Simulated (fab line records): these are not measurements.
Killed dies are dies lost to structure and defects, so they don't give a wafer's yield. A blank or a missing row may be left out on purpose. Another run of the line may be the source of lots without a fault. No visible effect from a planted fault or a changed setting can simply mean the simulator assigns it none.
Chamber matching | flow n5-finfet | rie-diel-04 running N5_BEOL_M0_SAQP_STRIP_86: 4 sister chambers
The step strips in N2/H2. 30 wafers are shown with their chamber, then 12 later ones without.

WAFERS WITH THEIR CHAMBER
wafer  | chamber | throttle-valve-pct (%) | drypump-motor-current-A (A) | oes-product-au (a.u.)
L074.2 | 2       | 19.2                   | 6.4                         | 0.70
L074.5 | 1       | 18.4                   | 6.3                         | 0.76
L074.6 | 2       | 19.2                   | 6.4                         | 0.69
L075.2 | 0       | 18.6                   | 6.1                         | 0.90
L075.3 | 1       | 18.4                   | 6.3                         | 0.75
L075.5 | 1       | 18.4                   | 6.4                         | 0.76
L077.1 | 1       | 18.4                   | 6.3                         | 0.76
L077.2 | 0       | 18.6                   | 6.1                         | 0.88
L077.5 | 0       | 18.6                   | 6.1                         | 0.88
L079.2 | 1       | 18.4                   | 6.3                         | 0.75
L079.3 | 3       | 19.2                   | 5.3                         | 0.75
L079.4 | 0       | 18.6                   | 6.1                         | 0.88
L083.1 | 2       | 19.2                   | 6.4                         | 0.69
L083.3 | 3       | 19.2                   | 5.3                         | 0.75
L083.4 | 1       | 18.4                   | 6.3                         | 0.76
L084.1 | 1       | 18.4                   | 6.3                         | 0.75
L084.2 | 0       | 18.6                   | 6.1                         | 0.87
L084.3 | 3       | 19.2                   | 5.4                         | 0.74
L084.4 | 2       | 19.2                   | 6.4                         | 0.68
L084.5 | 1       | 18.4                   | 6.3                         | 0.75
L084.6 | 0       | 18.6                   | 6.1                         | 0.87
L085.1 | 3       | 19.2                   | 5.4                         | 0.75
L085.2 | 0       | 18.7                   | 6.1                         | 0.85
L085.3 | 1       | 18.5                   | 6.3                         | 0.75
L085.4 | 2       | 19.2                   | 6.5                         | 0.68
L085.5 | 0       | 18.6                   | 6.1                         | 0.85
L085.6 | 1       | 18.4                   | 6.3                         | 0.75
L087.1 | 2       | 19.2                   | 6.4                         | 0.68
L087.4 | 0       | 18.6                   | 6.1                         | 0.84
L087.5 | 2       | 19.2                   | 6.4                         | 0.67

SIGNATURES, as means of the wafers listed above
reading                 | chamber 0 | chamber 1 | chamber 2 | chamber 3 | scatter within a chamber
throttle-valve-pct      | 18.611    | 18.410    | 19.200    | 19.200    | 0.0262
drypump-motor-current-A | 6.100     | 6.310     | 6.414     | 5.350     | 0.0326
oes-product-au          | 0.8689    | 0.7540    | 0.6843    | 0.7475    | 0.0121
Rule: a wafer lies at a distance from a chamber equal to the root of the sum of squares, over the readings, of (its reading less the chamber's mean, divided by the reading's scatter). The wafer belongs to the nearest chamber; if the next one is less than 2 further off, it can't be placed. How the scatter is found: for the shown wafers, subtract from each reading the mean of its chamber, square and add these, divide the total by (wafers less chambers), then take the root.

WAFERS WITH NO CHAMBER GIVEN
wafer  | throttle-valve-pct (%) | drypump-motor-current-A (A) | oes-product-au (a.u.)
L089.1 | 19.2                   | 6.4                         | 0.68
L089.3 | 19.2                   | 5.4                         | 0.74
L089.5 | 19.2                   | 5.3                         | 0.74
L090.1 | 19.3                   | 5.4                         | 0.74
L090.2 | 18.7                   | 6.1                         | 0.85
L090.3 | 19.2                   | 6.4                         | 0.68
L090.4 | 18.5                   | 6.4                         | 0.74
L090.5 | 19.2                   | 5.4                         | 0.74
L090.6 | 18.7                   | 6.1                         | 0.83
L093.2 | 19.2                   | 5.3                         | 0.75
L093.4 | 18.7                   | 6.1                         | 0.84
L093.5 | 18.7                   | 6.1                         | 0.83

WHICH CHAMBER EACH ONE RAN IN
wafer  | from the rows above | in truth
L089.1 | 2                   | 2
L089.3 | 3                   | 3
L089.5 | 3                   | 3
L090.1 | 3                   | 3
L090.2 | 0                   | 0
L090.3 | 2                   | 2
L090.4 | 1                   | 1
L090.5 | 3                   | 3
L090.6 | 0                   | 0
L093.2 | 3                   | 3
L093.4 | 0                   | 0
L093.5 | 0                   | 0
12 of 12 placed correctly. Not placeable from these rows: 0. Number placed wrongly: 0.
